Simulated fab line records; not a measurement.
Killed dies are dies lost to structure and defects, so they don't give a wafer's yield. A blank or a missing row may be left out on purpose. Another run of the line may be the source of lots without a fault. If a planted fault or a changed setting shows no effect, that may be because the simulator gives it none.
Matching of chambers ; flow nand harc ; NHARC_A_BLC_STRIP_21 on rie diel-06: 4 sister chambers
The step strips in O2. 4 wafers are shown with their chamber, then 7 later ones without.

WAFERS WITH THEIR CHAMBER
wafer;chamber;drypump motor current A (A)
L631.3;3;5.1
L630.4;0;4.9
L633.3;1;6.7
L633.4;2;5.9

WAFERS MISSING THEIR CHAMBER
wafer;drypump motor current A (A)
L633.6;6.6
L638.1;6.0
L638.4;6.6
L638.5;5.1
L642.1;6.6
L642.2;5.1
L642.6;4.9

CHAMBER TAKEN BY EACH
wafer;from the rows above;in truth
L633.6;1;1
L638.1;2;2
L638.4;1;1
L638.5;3;3
L642.1;1;1
L642.2;3;3
L642.6;0;0
Correct placement for 7 of the 7. Can't be placed from these rows: 0. 0 placed wrongly.
How it was worked out, from the rows above alone: a wafer's distance from a chamber is the root of the sum, over the readings, of the square of ((its reading less the chamber's mean) divided by the reading's scatter). The wafer belongs to the nearest chamber; if the next one is less than 2 further off, it can't be placed. Each chamber's mean is taken over the wafers shown for it. The scatter: with one shown wafer a chamber, the root of the mean of the squares of how far each hidden wafer lies from its nearest shown one.
